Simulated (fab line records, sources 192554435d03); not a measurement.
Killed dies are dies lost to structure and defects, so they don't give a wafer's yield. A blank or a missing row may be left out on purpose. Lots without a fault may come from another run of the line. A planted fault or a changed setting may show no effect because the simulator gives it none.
Split-lot experiment | flow n5_finfet | 7 lots, 21 wafers read, on a route of 1938 steps

THE SPLIT
At N5_SD_EPI_N_EPI_21 (deposits Si:P, time 690 s), the setting time_s was moved away from the recipe's 690 s on 9 of the 21 wafers read, by -12.2% to +14.9%. The other wafers ran this setting at the recipe's value.

FROM THE SPLIT TO THE READING: what the file shows between them, 1 step
- N5_SD_EPI_N_EPI_MEAS_23

THE READING
Si-P_of_SD_EPI_N_EPI_21.thk_nm (the simulator's own value, which no gauge read), in nm, at N5_SD_EPI_N_PRECLEAN_24 (cleans in O3/DIW, time 60 s). The file gives no usual value for it. The 12 wafers here that ran the recipe average 58.3 nm, standard deviation 0.99 nm.

wafer  | tool, chamber at the split | time_s as run, s | against the recipe | Si-P_of_SD_EPI_N_EPI_21.thk_nm, nm | against lot-mates on the recipe
L079.4 | epi_rpcvd-04, 0            | 606.1            | -12.2%             | 53.6                               | -5.2
L079.5 | epi_rpcvd-04, 0            | 606.1            | -12.2%             | 53.2                               | -5.6
L079.6 | epi_rpcvd-04, 0            | 690              | recipe             | 58.8                               | -
L089.1 | epi_rpcvd-01, 0            | 740.3            | +7.3%              | 62.6                               | +3.6
L089.2 | epi_rpcvd-01, 0            | 740.3            | +7.3%              | 62.4                               | +3.4
L089.3 | epi_rpcvd-01, 0            | 690              | recipe             | 59                                 | -
L090.1 | epi_rpcvd-04, 0            | 792.8            | +14.9%             | 63.8                               | no lot-mate on the recipe
L090.2 | epi_rpcvd-04, 0            | 792.8            | +14.9%             | 65                                 | no lot-mate on the recipe
L090.3 | epi_rpcvd-04, 0            | 792.8            | +14.9%             | 64.8                               | no lot-mate on the recipe
L092.1 | epi_rpcvd-01, 0            | 690              | recipe             | 58.6                               | -
L092.2 | epi_rpcvd-01, 0            | 690              | recipe             | 59.6                               | -
L092.4 | epi_rpcvd-01, 0            | 769.6            | +11.5%             | 63.6                               | +4.5
L091.2 | epi_rpcvd-02, 0            | 690              | recipe             | 57.2                               | -
L091.6 | epi_rpcvd-02, 0            | 690              | recipe             | 57.2                               | -
L091.4 | epi_rpcvd-02, 0            | 690              | recipe             | 57.6                               | -
L093.3 | epi_rpcvd-01, 0            | 690              | recipe             | 58.6                               | -
L093.5 | epi_rpcvd-01, 0            | 690              | recipe             | 59.4                               | -
L093.6 | epi_rpcvd-01, 0            | 690              | recipe             | 59.6                               | -
L095.2 | epi_rpcvd-02, 0            | 690              | recipe             | 57                                 | -
L095.3 | epi_rpcvd-02, 0            | 690              | recipe             | 57                                 | -
L095.4 | epi_rpcvd-02, 0            | 612              | -11.3%             | 52.8                               | -4.2

THE FIT
A straight line over all 21 wafers: Si-P_of_SD_EPI_N_EPI_21.thk_nm changes by +0.436 nm for each +1% of time_s; r = +0.97; the points scatter about the line by 0.91 nm.
The same after taking each lot's own level away (the mean of its wafers on the recipe; 18 wafers): +0.425 nm for each +1%; r = +0.99; scatter 0.37 nm.
On that fit, the largest move of time_s shifts the reading by 6.3 nm.
The lots' own levels span 57.00 to 59.20 nm, that is 2.2 times the standard deviation above.
So the lot-to-lot level changes the slope little: the two slopes agree.
Check: with one of the wafers moved furthest among these (-12.2%) left out of the fit, the line predicts -5.12 nm for it against its lot-mates. It came out at -5.2 nm against them.

OTHER SPLITS ON THESE WAFERS
These wafers also went through other splits before the reading. Each is held against what the fit with the lots' levels taken away leaves over:
other split on the same wafers     | wafers away from the commonest value | r with Si-P_of_SD_EPI_N_EPI_21.thk_nm (lot level and that fit taken away)
N5_WELL_APT_COAT_02 spin_rpm       | 8                                    | -0.16
N5_FIN_SAQP_PECVD_48 time_s        | 8                                    | -0.13
N5_FIN_SAQP_ETCH_52 source_w       | 5                                    | +0.36
N5_FIN_SAQP_SPACER1_ALD_24 temp_c  | 9                                    | +0.34
N5_DUMMY_GATE_COAT_09 spin_rpm     | 8                                    | -0.25
N5_SD_EPI_N_ETCH_45 target_depth_a | 8                                    | +0.45

THE WHOLE CHAIN: every reading that the file lists as answering this split, in the file's order
step                    | what it does                | reading                                                                         | change (the file's fit)               | r (the file's)
N5_SD_EPI_N_EPI_21      | deposits Si:P, time 690 s   | Si-P_of_SD_EPI_N_EPI_21.thk_nm (the simulator's own value, which no gauge read) | +0.418 nm for each +1% of the setting | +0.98
N5_SD_EPI_N_EPI_MEAS_23 |                             | thk_nm                                                                          | withheld for each +1% of the setting  | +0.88
N5_SD_EPI_N_PRECLEAN_24 | cleans in O3/DIW, time 60 s | Si-P_of_SD_EPI_N_EPI_21.thk_nm (the simulator's own value, which no gauge read) | +0.413 nm for each +1% of the setting | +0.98

THE FILE'S OWN FIT
Si-P_of_SD_EPI_N_EPI_21.thk_nm changes by +0.413 nm for each +1% of time_s, r = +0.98.
